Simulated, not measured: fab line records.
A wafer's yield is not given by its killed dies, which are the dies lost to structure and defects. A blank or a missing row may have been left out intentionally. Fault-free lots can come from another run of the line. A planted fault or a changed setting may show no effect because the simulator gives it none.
A sampling plan put to the test + flow nand harc + one fab line, 47 faults that these records tell of, each judged on the records of the lots that it struck; 1 more is left out, because the records don't allow judging it
Plan = the line's own looks (route steps where a gauge or an inspection reads the wafer without altering it). A look is open to judgement when struck wafers have a number at it and the file gives its usual mean and standard deviation on fault-free wafers. Caught: a look later than the fault's first step finds the struck wafers' mean 4 or more of those standard deviations (sigma) from the usual mean. On the tool: the test repeated on the tool's own readings taken at the fault's steps. Another recipe on the struck wafers, or a record that is blank for them alone, also counts as caught.

## THE FAULTS, as the simulator had put them in
1. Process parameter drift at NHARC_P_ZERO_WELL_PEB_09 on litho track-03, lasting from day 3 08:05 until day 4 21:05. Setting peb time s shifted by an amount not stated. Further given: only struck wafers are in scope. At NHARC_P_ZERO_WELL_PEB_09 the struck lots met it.
2. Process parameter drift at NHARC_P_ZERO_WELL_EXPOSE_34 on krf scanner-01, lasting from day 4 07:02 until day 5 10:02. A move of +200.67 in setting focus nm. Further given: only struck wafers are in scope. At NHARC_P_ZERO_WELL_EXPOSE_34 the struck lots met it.
3. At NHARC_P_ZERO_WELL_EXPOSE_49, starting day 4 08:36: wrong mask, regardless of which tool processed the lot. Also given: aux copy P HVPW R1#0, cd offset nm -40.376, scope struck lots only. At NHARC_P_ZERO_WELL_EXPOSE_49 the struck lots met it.
4. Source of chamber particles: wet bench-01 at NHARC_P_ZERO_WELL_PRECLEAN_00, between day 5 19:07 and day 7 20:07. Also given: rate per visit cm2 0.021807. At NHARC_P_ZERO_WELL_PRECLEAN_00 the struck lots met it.
5. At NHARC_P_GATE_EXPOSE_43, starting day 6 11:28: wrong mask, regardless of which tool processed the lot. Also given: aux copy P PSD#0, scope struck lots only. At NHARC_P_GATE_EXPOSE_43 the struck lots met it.
6. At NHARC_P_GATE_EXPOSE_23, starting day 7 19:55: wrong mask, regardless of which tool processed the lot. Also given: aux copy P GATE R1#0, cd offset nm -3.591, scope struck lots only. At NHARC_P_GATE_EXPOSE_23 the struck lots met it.
7. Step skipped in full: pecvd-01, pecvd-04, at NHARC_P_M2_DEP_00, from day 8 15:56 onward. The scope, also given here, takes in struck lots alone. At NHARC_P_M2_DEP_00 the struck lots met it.
8. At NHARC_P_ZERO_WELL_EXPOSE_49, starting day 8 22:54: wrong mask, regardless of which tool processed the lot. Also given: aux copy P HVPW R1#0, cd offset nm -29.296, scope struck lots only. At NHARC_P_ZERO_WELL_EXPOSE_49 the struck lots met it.
9. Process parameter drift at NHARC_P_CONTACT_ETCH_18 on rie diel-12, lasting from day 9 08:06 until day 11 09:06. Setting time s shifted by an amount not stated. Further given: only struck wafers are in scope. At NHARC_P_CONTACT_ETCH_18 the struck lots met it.
10. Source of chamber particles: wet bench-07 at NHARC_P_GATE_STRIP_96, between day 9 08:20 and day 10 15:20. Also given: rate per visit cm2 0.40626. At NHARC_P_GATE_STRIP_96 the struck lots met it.
11. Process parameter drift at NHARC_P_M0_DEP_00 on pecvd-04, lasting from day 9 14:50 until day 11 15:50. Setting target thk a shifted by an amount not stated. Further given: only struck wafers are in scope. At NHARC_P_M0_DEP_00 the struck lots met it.
12. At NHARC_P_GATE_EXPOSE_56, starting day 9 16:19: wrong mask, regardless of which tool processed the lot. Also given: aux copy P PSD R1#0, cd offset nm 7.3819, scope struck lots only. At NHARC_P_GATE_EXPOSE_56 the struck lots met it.
13. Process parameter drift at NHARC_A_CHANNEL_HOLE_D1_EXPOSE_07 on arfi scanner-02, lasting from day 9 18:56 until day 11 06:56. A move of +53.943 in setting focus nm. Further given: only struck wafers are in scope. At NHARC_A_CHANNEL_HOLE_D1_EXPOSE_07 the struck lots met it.
14. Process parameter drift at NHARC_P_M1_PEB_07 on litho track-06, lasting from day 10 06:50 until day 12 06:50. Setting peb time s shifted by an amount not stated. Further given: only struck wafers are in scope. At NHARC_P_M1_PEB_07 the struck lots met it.
15. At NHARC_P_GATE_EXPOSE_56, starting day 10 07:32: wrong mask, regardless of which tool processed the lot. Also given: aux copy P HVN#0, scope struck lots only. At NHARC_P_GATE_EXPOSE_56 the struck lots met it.
16. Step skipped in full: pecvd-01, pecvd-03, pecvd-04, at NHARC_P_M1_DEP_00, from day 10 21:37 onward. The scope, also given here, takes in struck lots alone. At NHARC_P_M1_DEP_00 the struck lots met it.
17. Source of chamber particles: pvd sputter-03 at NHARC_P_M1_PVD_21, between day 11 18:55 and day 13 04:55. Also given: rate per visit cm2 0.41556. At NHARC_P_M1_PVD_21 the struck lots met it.
18. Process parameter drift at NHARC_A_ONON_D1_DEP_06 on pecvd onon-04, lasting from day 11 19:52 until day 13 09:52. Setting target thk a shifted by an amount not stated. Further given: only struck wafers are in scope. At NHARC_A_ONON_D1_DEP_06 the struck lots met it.
19. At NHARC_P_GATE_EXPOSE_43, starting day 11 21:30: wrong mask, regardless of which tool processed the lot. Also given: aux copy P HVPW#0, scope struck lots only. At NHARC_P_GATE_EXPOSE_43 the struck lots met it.
20. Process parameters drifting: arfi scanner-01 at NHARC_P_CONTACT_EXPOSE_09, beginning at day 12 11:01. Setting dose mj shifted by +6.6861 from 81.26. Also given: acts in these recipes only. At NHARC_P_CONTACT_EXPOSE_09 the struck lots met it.
21. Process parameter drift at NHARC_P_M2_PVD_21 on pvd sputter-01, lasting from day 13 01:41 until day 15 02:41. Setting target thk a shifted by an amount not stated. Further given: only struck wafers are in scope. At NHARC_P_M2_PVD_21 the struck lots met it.
22. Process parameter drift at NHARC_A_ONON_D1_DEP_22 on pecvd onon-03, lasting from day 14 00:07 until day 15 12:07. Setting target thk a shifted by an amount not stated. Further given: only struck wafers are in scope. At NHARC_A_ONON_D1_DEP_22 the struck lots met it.
23. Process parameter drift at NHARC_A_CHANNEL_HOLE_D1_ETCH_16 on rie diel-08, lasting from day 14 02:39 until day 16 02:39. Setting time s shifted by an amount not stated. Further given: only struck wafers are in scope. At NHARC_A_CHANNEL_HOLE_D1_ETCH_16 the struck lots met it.
24. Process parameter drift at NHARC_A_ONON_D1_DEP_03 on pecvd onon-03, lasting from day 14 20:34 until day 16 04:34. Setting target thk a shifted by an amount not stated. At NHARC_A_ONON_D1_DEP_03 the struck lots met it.
25. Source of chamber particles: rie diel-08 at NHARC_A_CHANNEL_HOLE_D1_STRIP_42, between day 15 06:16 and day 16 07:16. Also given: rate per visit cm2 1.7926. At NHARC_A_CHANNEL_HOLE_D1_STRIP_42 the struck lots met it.
26. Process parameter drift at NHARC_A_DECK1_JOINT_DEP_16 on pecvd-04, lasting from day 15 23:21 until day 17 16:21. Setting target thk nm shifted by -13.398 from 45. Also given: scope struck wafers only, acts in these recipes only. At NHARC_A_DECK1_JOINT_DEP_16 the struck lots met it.
27. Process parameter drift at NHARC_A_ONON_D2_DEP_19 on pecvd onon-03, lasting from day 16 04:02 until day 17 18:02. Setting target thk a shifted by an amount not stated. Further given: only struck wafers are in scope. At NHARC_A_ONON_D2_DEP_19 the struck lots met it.
28. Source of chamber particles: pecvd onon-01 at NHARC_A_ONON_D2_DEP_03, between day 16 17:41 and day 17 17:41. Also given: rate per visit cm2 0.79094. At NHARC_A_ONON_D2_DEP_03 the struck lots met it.
29. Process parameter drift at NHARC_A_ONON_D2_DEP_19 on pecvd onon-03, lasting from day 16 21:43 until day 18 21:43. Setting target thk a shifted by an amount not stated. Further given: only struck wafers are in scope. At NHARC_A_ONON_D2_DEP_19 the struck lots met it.
30. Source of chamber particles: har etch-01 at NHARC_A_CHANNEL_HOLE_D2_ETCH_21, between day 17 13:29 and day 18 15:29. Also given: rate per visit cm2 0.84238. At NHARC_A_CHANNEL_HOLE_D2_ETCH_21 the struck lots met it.
31. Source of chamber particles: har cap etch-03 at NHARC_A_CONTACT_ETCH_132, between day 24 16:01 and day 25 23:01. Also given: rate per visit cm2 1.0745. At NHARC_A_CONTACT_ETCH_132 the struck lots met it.
32. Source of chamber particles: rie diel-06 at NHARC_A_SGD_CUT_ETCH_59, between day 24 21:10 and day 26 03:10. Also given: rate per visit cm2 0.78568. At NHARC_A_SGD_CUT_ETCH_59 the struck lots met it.
33. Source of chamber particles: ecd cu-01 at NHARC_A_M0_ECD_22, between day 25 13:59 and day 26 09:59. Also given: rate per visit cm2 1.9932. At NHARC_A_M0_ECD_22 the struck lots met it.
34. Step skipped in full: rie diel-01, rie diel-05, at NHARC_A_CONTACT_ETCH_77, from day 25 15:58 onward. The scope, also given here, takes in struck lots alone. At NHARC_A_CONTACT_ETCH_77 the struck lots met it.
35. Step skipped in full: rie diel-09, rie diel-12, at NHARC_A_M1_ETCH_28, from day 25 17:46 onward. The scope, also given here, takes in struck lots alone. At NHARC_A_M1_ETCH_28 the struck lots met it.
36. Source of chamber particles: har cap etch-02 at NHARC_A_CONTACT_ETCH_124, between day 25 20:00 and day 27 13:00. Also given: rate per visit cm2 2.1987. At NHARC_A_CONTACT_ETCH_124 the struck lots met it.
37. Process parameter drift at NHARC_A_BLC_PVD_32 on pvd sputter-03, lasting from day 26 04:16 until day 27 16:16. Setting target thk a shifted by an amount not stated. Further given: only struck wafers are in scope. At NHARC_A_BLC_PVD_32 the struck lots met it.
38. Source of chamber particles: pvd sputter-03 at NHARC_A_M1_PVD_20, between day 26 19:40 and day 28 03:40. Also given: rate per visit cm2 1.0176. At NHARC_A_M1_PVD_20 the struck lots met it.
39. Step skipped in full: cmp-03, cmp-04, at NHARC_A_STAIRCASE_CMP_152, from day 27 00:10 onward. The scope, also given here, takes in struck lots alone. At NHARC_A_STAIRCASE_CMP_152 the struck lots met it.
40. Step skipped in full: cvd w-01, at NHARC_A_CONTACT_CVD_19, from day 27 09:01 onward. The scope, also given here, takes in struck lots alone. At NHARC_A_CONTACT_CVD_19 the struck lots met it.
41. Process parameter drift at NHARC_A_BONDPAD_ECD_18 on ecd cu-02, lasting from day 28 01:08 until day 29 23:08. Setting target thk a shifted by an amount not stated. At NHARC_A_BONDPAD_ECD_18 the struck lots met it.
42. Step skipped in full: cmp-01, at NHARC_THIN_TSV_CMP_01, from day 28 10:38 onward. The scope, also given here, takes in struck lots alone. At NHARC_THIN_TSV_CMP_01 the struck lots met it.
43. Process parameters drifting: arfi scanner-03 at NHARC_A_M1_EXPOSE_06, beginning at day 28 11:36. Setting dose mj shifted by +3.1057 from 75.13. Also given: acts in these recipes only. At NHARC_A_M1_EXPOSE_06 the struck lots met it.
44. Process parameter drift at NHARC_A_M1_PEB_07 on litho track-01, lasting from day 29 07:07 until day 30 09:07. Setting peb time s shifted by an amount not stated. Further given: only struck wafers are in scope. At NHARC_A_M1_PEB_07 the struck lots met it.
45. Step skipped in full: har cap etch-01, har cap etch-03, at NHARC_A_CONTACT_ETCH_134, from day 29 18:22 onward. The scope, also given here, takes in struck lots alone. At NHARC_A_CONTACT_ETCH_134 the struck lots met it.
46. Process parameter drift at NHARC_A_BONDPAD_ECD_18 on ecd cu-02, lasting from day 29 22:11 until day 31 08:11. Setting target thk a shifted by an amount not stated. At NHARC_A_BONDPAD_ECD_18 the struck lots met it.
47. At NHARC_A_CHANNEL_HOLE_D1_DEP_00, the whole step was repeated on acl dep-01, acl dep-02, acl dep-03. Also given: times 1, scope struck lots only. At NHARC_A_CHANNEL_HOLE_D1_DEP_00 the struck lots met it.

## WHAT THE PLAN SAW
| fault | on the tool itself                               | first look that catches it                      | reading, sigma                                    | median hours from its first step to that look | hours from the fault's start to the first struck lot there | judged looks passed uncaught |
|-------|--------------------------------------------------|-------------------------------------------------|---------------------------------------------------|-----------------------------------------------|------------------------------------------------------------|------------------------------|
| 1     | no reading that can be judged                    | NHARC_P_ZERO_WELL_CD_MEAS_11                    | cd nm +5.4                                        | 0.1                                           | 25                                                         | 0                            |
| 2     | under 2 sigma                                    | NHARC_P_ZERO_WELL_CD_MEAS_37                    | cd nm +4.9                                        | 0.1                                           | 5                                                          | 0                            |
| 3     | no reading that can be judged                    | NHARC_P_ZERO_WELL_CD_MEAS_52                    | cd nm -19                                         | 0.1                                           | 5                                                          | 0                            |
| 4     | no reading that can be judged                    | NHARC_P_STI_INSPECT_11                          | raw defect count +4.7                             | 24.3                                          | 31                                                         | 0                            |
| 5     | under 2 sigma                                    | NHARC_END_SORT_01                               | killed at periphery +99 or beyond                 | 469.6                                         | 470                                                        | 0                            |
| 6     | no reading that can be judged                    | NHARC_P_GATE_CD_MEAS_26                         | cd nm -8.0                                        | 0.1                                           | 4                                                          | 0                            |
| 7     | the tool's record is blank for the struck wafers | NHARC_END_SORT_01                               | killed at periphery +99 or beyond                 | 449.5                                         | 456                                                        | 0                            |
| 8     | no reading that can be judged                    | NHARC_P_ZERO_WELL_CD_MEAS_52                    | cd nm -14                                         | 0.2                                           | 5                                                          | 0                            |
| 9     | run length s -56 sigma                           | NHARC_END_SORT_01                               | killed at periphery +91                           | 432.8                                         | 460                                                        | 0                            |
| 10    | no reading that can be judged                    | NHARC_END_SORT_01                               | killed at periphery +15                           | 449.8                                         | 455                                                        | 1                            |
| 11    | under 2 sigma                                    | NHARC_END_SORT_01                               | killed at periphery +99 or beyond                 | 443.3                                         | 472                                                        | 0                            |
| 12    | under 2 sigma                                    | not the one look that can be judged after it    | strongest: cd nm at NHARC_P_GATE_CD_MEAS_59, +2.5 | -                                             | -                                                          | 1                            |
| 13    | no reading that can be judged                    | NHARC_A_CHANNEL_HOLE_D1_CD_MEAS_10              | cd nm +4.6                                        | 0.1                                           | 2                                                          | 0                            |
| 14    | heater power total W +73 sigma                   | NHARC_P_M1_CD_MEAS_09                           | cd nm -20                                         | 0.1                                           | 4                                                          | 0                            |
| 15    | no reading that can be judged                    | NHARC_END_SORT_01                               | killed at periphery +99 or beyond                 | 451.7                                         | 451                                                        | 0                            |
| 16    | the tool's record is blank for the struck wafers | NHARC_END_SORT_01                               | killed at periphery +99 or beyond                 | 437.7                                         | 437                                                        | 0                            |
| 17    | under 2 sigma                                    | NHARC_END_SORT_01                               | killed at periphery +20                           | 436.8                                         | 455                                                        | 2                            |
| 18    | under 2 sigma                                    | NHARC_A_ONON_D1_THK_MEAS_08                     | thk nm -37                                        | 0.5                                           | 5                                                          | 0                            |
| 19    | under 2 sigma                                    | NHARC_END_SORT_01                               | killed at periphery +99 or beyond                 | 454.4                                         | 454                                                        | 0                            |
| 20    | exposure dose mJ cm2 +72 sigma                   | NHARC_P_CONTACT_CD_MEAS_12                      | cd nm +5.4                                        | 0.1                                           | 5                                                          | 0                            |
| 21    | under 2 sigma                                    | NHARC_END_SORT_01                               | killed at periphery +99 or beyond                 | 435.9                                         | 424                                                        | 0                            |
| 22    | under 2 sigma                                    | NHARC_A_ONON_D1_THK_MEAS_24                     | thk nm -52                                        | 0.5                                           | 23                                                         | 0                            |
| 23    | run length s -99 or beyond sigma                 | NHARC_END_SORT_01                               | killed dies +40                                   | 383.1                                         | 401                                                        | 0                            |
| 24    | under 2 sigma                                    | NHARC_A_ONON_D1_THK_MEAS_05                     | thk nm -54                                        | 0.4                                           | 9                                                          | 0                            |
| 25    | no reading that can be judged                    | NHARC_A_CHANNEL_HOLE_D1_INSPECT_40              | raw defect count +37                              | 1.7                                           | 5                                                          | 0                            |
| 26    | under 2 sigma                                    | NHARC_A_DECK1_JOINT_THK_MEAS_17                 | thk nm -12                                        | 0.3                                           | 20                                                         | 0                            |
| 27    | under 2 sigma                                    | NHARC_A_ONON_D2_THK_MEAS_21                     | thk nm -27                                        | 0.5                                           | 14                                                         | 0                            |
| 28    | under 2 sigma                                    | NHARC_END_SORT_01                               | killed dies +4.4                                  | 294.4                                         | 298                                                        | 1                            |
| 29    | under 2 sigma                                    | NHARC_A_ONON_D2_THK_MEAS_21                     | thk nm +40                                        | 0.5                                           | 5                                                          | 0                            |
| 30    | under 2 sigma                                    | NHARC_A_CHANNEL_HOLE_D2_INSPECT_40              | raw defect count +8.5                             | 5.2                                           | 9                                                          | 0                            |
| 31    | under 2 sigma                                    | NHARC_END_SORT_01                               | killed dies +4.6                                  | 59.5                                          | 80                                                         | 1                            |
| 32    | under 2 sigma                                    | NHARC_END_SORT_01                               | killed at array +4.1                              | 135.0                                         | 155                                                        | 0                            |
| 33    | under 2 sigma                                    | NHARC_END_SORT_01                               | killed at array +34                               | 40.7                                          | 50                                                         | 1                            |
| 34    | the tool's record is blank for the struck wafers | NHARC_END_SORT_01                               | killed dies +40                                   | 63.2                                          | 63                                                         | 0                            |
| 35    | the tool's record is blank for the struck wafers | NHARC_END_SORT_01                               | killed dies +40                                   | 37.0                                          | 46                                                         | 0                            |
| 36    | no reading that can be judged                    | NHARC_END_SORT_01                               | killed at array +5.0                              | 59.2                                          | 64                                                         | 1                            |
| 37    | under 2 sigma                                    | NHARC_END_SORT_01                               | killed at array +40                               | 45.1                                          | 46                                                         | 0                            |
| 38    | under 2 sigma                                    | NHARC_END_SORT_01                               | killed at array +4.0                              | 36.4                                          | 41                                                         | 0                            |
| 39    | the tool's record is blank for the struck wafers | NHARC_END_SORT_01                               | killed dies +40                                   | 131.5                                         | 123                                                        | 1                            |
| 40    | the tool's record is blank for the struck wafers | no look after it can be judged                  | -                                                 | -                                             | -                                                          | 0                            |
| 41    | no reading that can be judged                    | NHARC_A_BONDPAD_THK_MEAS_20                     | thk nm -37                                        | 1.0                                           | 4                                                          | 0                            |
| 42    | the tool's record is blank for the struck wafers | NHARC_THIN_TSV_THK_MEAS_02                      | thk nm +13                                        | 0.2                                           | 1                                                          | 0                            |
| 43    | exposure dose mJ cm2 +36 sigma                   | none of the 2 looks that can be judged after it | strongest: cd nm at NHARC_A_M1_CD_MEAS_09, +3.4   | -                                             | -                                                          | 2                            |
| 44    | heater power total W +50 sigma                   | NHARC_A_M1_CD_MEAS_09                           | cd nm -12                                         | 0.1                                           | 1                                                          | 0                            |
| 45    | the tool's record is blank for the struck wafers | NHARC_END_SORT_01                               | killed dies +40                                   | 49.9                                          | 57                                                         | 0                            |
| 46    | no reading that can be judged                    | NHARC_END_SORT_01                               | killed dies +40                                   | 31.8                                          | 39                                                         | 0                            |
| 47    | under 2 sigma                                    | NHARC_END_SORT_01                               | killed dies +40                                   | 399.0                                         | -                                                          | 1                            |
A dash: this means the fault isn't caught or the number doesn't appear in these records.

Caught at a look: 44 of 47. Caught on the tool: 14 of 47. By one or the other: 46 of 47.
Caught on the tool alone: faults 40, 43.
Caught at a look alone: faults 1, 2, 3, 4, 5, 6, 8, 10, 11, 13, 15, 17, 18, 19, 21, 22, 24, 25, 26, 27, 28, 29, 30, 31, 32, 33, 36, 37, 38, 41, 46, 47.
Caught by neither: fault 12.

## THINNER SAMPLING
If the look that catches a fault measured only every second or every third lot, by lot number, the first struck lot would be measured this late in the worst case:
| fault | struck lots at that look, in order of time | every lot | every second lot | every third lot |
|-------|--------------------------------------------|-----------|------------------|-----------------|
| 1     | L715                                       | 25 h      | may miss it      | may miss it     |
| 2     | L954, L956                                 | 5 h       | may miss all 2   | may miss all 2  |
| 3     | L346                                       | 5 h       | may miss it      | may miss it     |
| 4     | L186, L189, L190                           | 31 h      | 58 h             | may miss all 3  |
| 5     | L843                                       | 470 h     | may miss it      | may miss it     |
| 6     | L589                                       | 4 h       | may miss it      | may miss it     |
| 7     | L448, L447                                 | 456 h     | 466 h            | may miss all 2  |
| 8     | L169                                       | 5 h       | may miss it      | may miss it     |
| 9     | L810, L813                                 | 460 h     | 475 h            | may miss all 2  |
| 10    | L659                                       | 455 h     | may miss it      | may miss it     |
| 11    | L943                                       | 472 h     | may miss it      | may miss it     |
| 13    | L940, L942                                 | 2 h       | may miss all 2   | may miss all 2  |
| 14    | L921, L924                                 | 4 h       | 30 h             | may miss all 2  |
| 15    | L715                                       | 451 h     | may miss it      | may miss it     |
| 16    | L659, L660, L661                           | 437 h     | 438 h            | 496 h           |
| 17    | L732, L733, L730                           | 455 h     | 469 h            | may miss all 3  |
| 18    | L844, L845, L846                           | 5 h       | 13 h             | 19 h            |
| 19    | L542                                       | 454 h     | may miss it      | may miss it     |
| 20    | L199, L203, L204                           | 5 h       | 56 h             | 56 h            |
| 21    | L389, L391                                 | 424 h     | may miss all 2   | may miss all 2  |
| 22    | L747                                       | 23 h      | may miss it      | may miss it     |
| 23    | L878, L877                                 | 401 h     | 420 h            | may miss all 2  |
| 24    | L126, L127                                 | 9 h       | 27 h             | may miss all 2  |
| 25    | L971, L970                                 | 5 h       | 6 h              | may miss all 2  |
| 26    | L880                                       | 20 h      | may miss it      | may miss it     |
| 27    | L439, L440, L443                           | 14 h      | 23 h             | may miss all 3  |
| 28    | L267, L265                                 | 298 h     | may miss all 2   | may miss all 2  |
| 29    | L122                                       | 5 h       | may miss it      | may miss it     |
| 30    | L582, L584                                 | 9 h       | may miss all 2   | may miss all 2  |
| 31    | L594, L595                                 | 80 h      | 87 h             | may miss all 2  |
| 32    | L859, L856                                 | 155 h     | 160 h            | may miss all 2  |
| 33    | L951, L952                                 | 50 h      | 58 h             | may miss all 2  |
| 34    | L274, L275, L278                           | 63 h      | 68 h             | may miss all 3  |
| 35    | L319, L320                                 | 46 h      | 54 h             | may miss all 2  |
| 36    | L920, L921                                 | 64 h      | 87 h             | may miss all 2  |
| 37    | L351, L356                                 | 46 h      | 80 h             | may miss all 2  |
| 38    | L237, L238                                 | 41 h      | 63 h             | may miss all 2  |
| 39    | L402, L403, L405                           | 123 h     | 153 h            | may miss all 3  |
| 41    | L156, L160                                 | 4 h       | may miss all 2   | may miss all 2  |
| 42    | L195, L194                                 | 1 h       | 6 h              | may miss all 2  |
| 44    | L604, L606                                 | 1 h       | may miss all 2   | may miss all 2  |
| 45    | L954, L952                                 | 57 h      | may miss all 2   | may miss all 2  |
| 46    | L761, L767                                 | 39 h      | may miss all 2   | may miss all 2  |
Hours are from the fault's start to the first struck lot that is measured. 4 sigma limit: tested on the pooled struck wafers, so a lone lot may be under it. Other struck lots may not be in these records.

## THE LONGEST TIMED WAY FROM STEP TO LOOK
Fault 5: the median time between NHARC_P_GATE_EXPOSE_43 and NHARC_END_SORT_01 is 469.6 hours. No look between them can be judged.
